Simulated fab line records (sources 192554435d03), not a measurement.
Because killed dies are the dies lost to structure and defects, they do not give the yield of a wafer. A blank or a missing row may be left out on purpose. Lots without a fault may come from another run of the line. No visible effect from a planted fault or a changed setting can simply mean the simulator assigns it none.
2 desks, one fault || flow n5-finfet || each desk holds nothing but its own numbers, with what lay behind them at the end

## FROM THE METROLOGY DESK
Lot by lot, what the gauges showed, no matter which tool ran the lot: averages of those sampled wafers that carry a number. The brackets show how far a lot's mean lies from the usual mean; more than 4 standard deviations puts the lot out of limits, marked OUT. Of its 11 readings 7 are shown: those that lie furthest out on some lot.
Columns: A = cd-nm at N5_BEOL_M4_CD_MEAS_18, usual 18.0 nm; B = DIBL_N at N5_BEOL_M4_RC_MEAS_101, usual 36.2 mV/V; C = DIBL_P at N5_BEOL_M4_RC_MEAS_101, usual 36.5 mV/V; D = IOFF_N at N5_BEOL_M4_RC_MEAS_101, usual 0.16 nA/um; E = SS_P at N5_BEOL_M4_RC_MEAS_101, usual 73.4 mV/dec; F = VT_N at N5_BEOL_M4_RC_MEAS_101, usual 250 mV; G = VT_P at N5_BEOL_M4_RC_MEAS_101, usual -250 mV
{"lot": "L135", "first seen here": "day 7 11:10", "A": 17.6, "B": 34.8, "C": 35.5, "D": 0.16, "E": 73.0, "F": 247, "G": -250}
{"lot": "L144", "first seen here": "day 9 22:16", "A": 18.1, "B": 38.5, "C": 40.8, "D": 0.21, "E": 74.2, "F": 247, "G": -253}
{"lot": "L146", "first seen here": "day 10 03:37", "A": 17.9, "B": 34.8, "C": 35.9, "D": 0.14, "E": 73.6, "F": 253, "G": -250}
{"lot": "L148", "first seen here": "day 11 10:56", "A": 18.1, "B": 38.2, "C": 37.6, "D": 0.18, "E": 73.4, "F": 248, "G": -251}
{"lot": "L151", "first seen here": "day 12 02:04", "A": 18.5, "B": 35.7, "C": 36.0, "D": 0.14, "E": 72.9, "F": 253, "G": -251}
{"lot": "L150", "first seen here": "day 12 02:49", "A": 18.7, "B": 39.0, "C": 37.9, "D": 0.18, "E": 74.5, "F": 248, "G": -250}
{"lot": "L152", "first seen here": "day 12 06:28", "A": 18.3, "B": 37.5, "C": 37.4, "D": 0.20, "E": 74.1, "F": 245, "G": -249}
{"lot": "L153", "first seen here": "day 12 07:09", "A": 18.0, "B": 37.8, "C": 36.8, "D": 0.20, "E": 72.8, "F": 248, "G": -246}
{"lot": "L156", "first seen here": "day 12 16:48", "A": 17.5, "B": 37.5, "C": 39.6, "D": 0.17, "E": 73.6, "F": 251, "G": -251}
{"lot": "L158", "first seen here": "day 14 01:50", "A": 17.8, "B": 34.3, "C": 35.6, "D": 0.15, "E": 73.3, "F": 248, "G": -251}
Finding of this desk: none of the 10 lots has anything out of limits.

## THE TOOL OWNER'S DESK: ald-sin-02
The tool's own readings at N5_BEOL_M4_ALD_98 (deposits SiO2, target thk 2.5 nm, pulse time 1 s, co reactant pulse time 1 s): means of the sampled wafers that have a number, for each lot that ran on this tool. The brackets show how far a lot's mean lies from the usual mean; more than 4 standard deviations puts the lot out of limits, marked OUT.
Columns: A = heater-power-w at N5_BEOL_M4_ALD_98, usual 80 W; B = precursor-pulse-height-rel at N5_BEOL_M4_ALD_98, usual 1.001
{"lot": "L144", "first seen here": "day 9 22:53", "A": 80, "B": 1.002}
{"lot": "L146", "first seen here": "day 10 04:22", "A": 81, "B": 1.004}
Finding of this desk: none of the 2 lots has anything out of limits.

## TAKEN TOGETHER
From the metrology desk's view, nothing was out of limits.
The tool owner's desk saw nothing out of limits.

## WHAT THE SIMULATOR HAD PUT IN
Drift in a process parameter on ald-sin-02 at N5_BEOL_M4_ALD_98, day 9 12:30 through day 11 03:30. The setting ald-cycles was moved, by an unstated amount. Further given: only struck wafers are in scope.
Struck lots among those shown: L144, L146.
